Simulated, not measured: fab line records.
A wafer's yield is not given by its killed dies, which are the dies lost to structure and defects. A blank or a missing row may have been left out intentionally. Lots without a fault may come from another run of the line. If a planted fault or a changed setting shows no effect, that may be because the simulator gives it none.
Split-lot experiment ; flow n5Finfet ; route with 1938 steps; 7 lots, 39 wafers read

== SPLIT DETAILS ==
At N5_BEOL_M7_ALD_77 (deposits TaN, target thk 2 nm, pulse time 2 s, purge time 3 s), the setting aldCycles was moved away from the recipe's 40 on 9 of the 39 wafers read, by -15.0% to +42.5%. The other wafers ran this setting at the recipe's value.

The split's own step is where the reading is taken.

== THE READING ==
TaN_of_BEOL_M7_ALD_77.thkNm (the simulator's own value, which no gauge read), in nm, at N5_BEOL_M7_ALD_77 (deposits TaN, target thk 2 nm, pulse time 2 s, purge time 3 s). The file gives no usual value for it.

wafer;tool, chamber at the split;aldCycles as run;against the recipe;TaN_of_BEOL_M7_ALD_77.thkNm, nm;against lot-mates on the recipe
L076.1;aldMetal-03, 2,0,3,1,2,3;40;recipe;2;-
L076.2;aldMetal-03, 2,0,3,1,2,3;40;recipe;2;-
L076.3;aldMetal-03, 2,0,3,1,2,3;40;recipe;2;-
L076.4;aldMetal-03, 2,0,3,1,2,3;40;recipe;2;-
L076.5;aldMetal-03, 2,0,3,1,2,3;40;recipe;2;-
L076.6;aldMetal-03, 2,0,3,1,2,3;40;recipe;2;-
L079.1;aldMetal-04, 0,1,3,2,3,2;40;recipe;2;-
L079.2;aldMetal-04, 0,1,3,2,3,2;40;recipe;2;-
L079.3;aldMetal-04, 0,1,3,2,3,2;40;recipe;2;-
L079.4;aldMetal-04, 0,1,3,2,3,2;40;recipe;2;-
L079.5;aldMetal-04, 0,1,3,2,3,2;40;recipe;2;-
L079.6;aldMetal-04, 0,1,3,2,3,2;40;recipe;2;-
L082.2;aldMetal-04, 0,3,2;40;recipe;2;-
L082.3;aldMetal-04, 0,3,2;40;recipe;2;-
L082.5;aldMetal-04, 0,3,2;40;recipe;2;-
L086.1;aldMetal-02, 3,0,0;40;recipe;2;-
L086.4;aldMetal-02, 3,0,0;40;recipe;2;-
L086.6;aldMetal-02, 3,0,0;40;recipe;2;-
L086.2;aldMetal-02, 2,1,1;48;+20.0%;2.4;+0.4
L086.3;aldMetal-02, 2,1,1;48;+20.0%;2.4;+0.4
L086.5;aldMetal-02, 2,1,1;48;+20.0%;2.4;+0.4
L091.1;aldMetal-04, 2,1,1;40;recipe;2;-
L091.2;aldMetal-04, 2,1,1;40;recipe;2;-
L091.6;aldMetal-04, 2,1,1;40;recipe;2;-
L091.3;aldMetal-04, 0,3,0;34;-15.0%;1.6;-0.4
L091.4;aldMetal-04, 0,3,0;34;-15.0%;1.6;-0.4
L091.5;aldMetal-04, 0,3,0;34;-15.0%;1.6;-0.4
L092.1;aldMetal-04, 2,1,3;57;+42.5%;2.8;+0.8
L092.4;aldMetal-04, 2,1,3;57;+42.5%;2.8;+0.8
L092.5;aldMetal-04, 2,1,3;57;+42.5%;2.8;+0.8
L092.2;aldMetal-04, 3,0,2;40;recipe;2;-
L092.3;aldMetal-04, 3,0,2;40;recipe;2;-
L092.6;aldMetal-04, 3,0,2;40;recipe;2;-
L093.1;aldMetal-04, 0,2,1,3,2,1;40;recipe;2;-
L093.2;aldMetal-04, 0,2,1,3,2,1;40;recipe;2;-
L093.3;aldMetal-04, 0,2,1,3,2,1;40;recipe;2;-
L093.4;aldMetal-04, 0,2,1,3,2,1;40;recipe;2;-
L093.5;aldMetal-04, 0,2,1,3,2,1;40;recipe;2;-
L093.6;aldMetal-04, 0,2,1,3,2,1;40;recipe;2;-
The file does not say which wafer passed through which chamber wherever a row lists several chambers: such a row stands for several wafers.

FIT RESULTS
A straight line over all 39 wafers: TaN_of_BEOL_M7_ALD_77.thkNm changes by +0.02 nm for each +1% of aldCycles; r = +0.99; the points scatter about the line by 0.03 nm.
The same after taking each lot's own level away (the mean of its wafers on the recipe; 39 wafers): +0.02 nm for each +1%; r = +0.99; scatter 0.03 nm.
That fit puts the effect of the largest move of aldCycles on the reading at 0.85 nm.
The lots' own levels span 2.00 to 2.00 nm.
Hence the lot-to-lot level has little effect on the slope; both slopes agree.
Check: +0.849 nm against its lot-mates is what the line predicts for one of the wafers moved furthest among these (+42.5%) when that wafer is left out of the fit. It came out at +0.8 nm against them.

== OTHER SPLITS APPLIED TO THESE WAFERS ==
These wafers also went through other splits before the reading. Each is held against what the fit with the lots' levels taken away leaves over:
other split on the same wafers;wafers away from the commonest value;r with TaN_of_BEOL_M7_ALD_77.thkNm (lot level and that fit taken away)
N5_FIN_SAQP_ETCH_65 timeS;9;+0.11
N5_MOL_CONTACT_COAG_PRECLEAN_111 timeS;15;-0.11
N5_BEOL_M3_ETCH_41 targetDepthA;15;+0.08

== THE FILE'S OWN FIT ==
TaN_of_BEOL_M7_ALD_77.thkNm changes by +0.0197 nm for each +1% of aldCycles, r = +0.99.
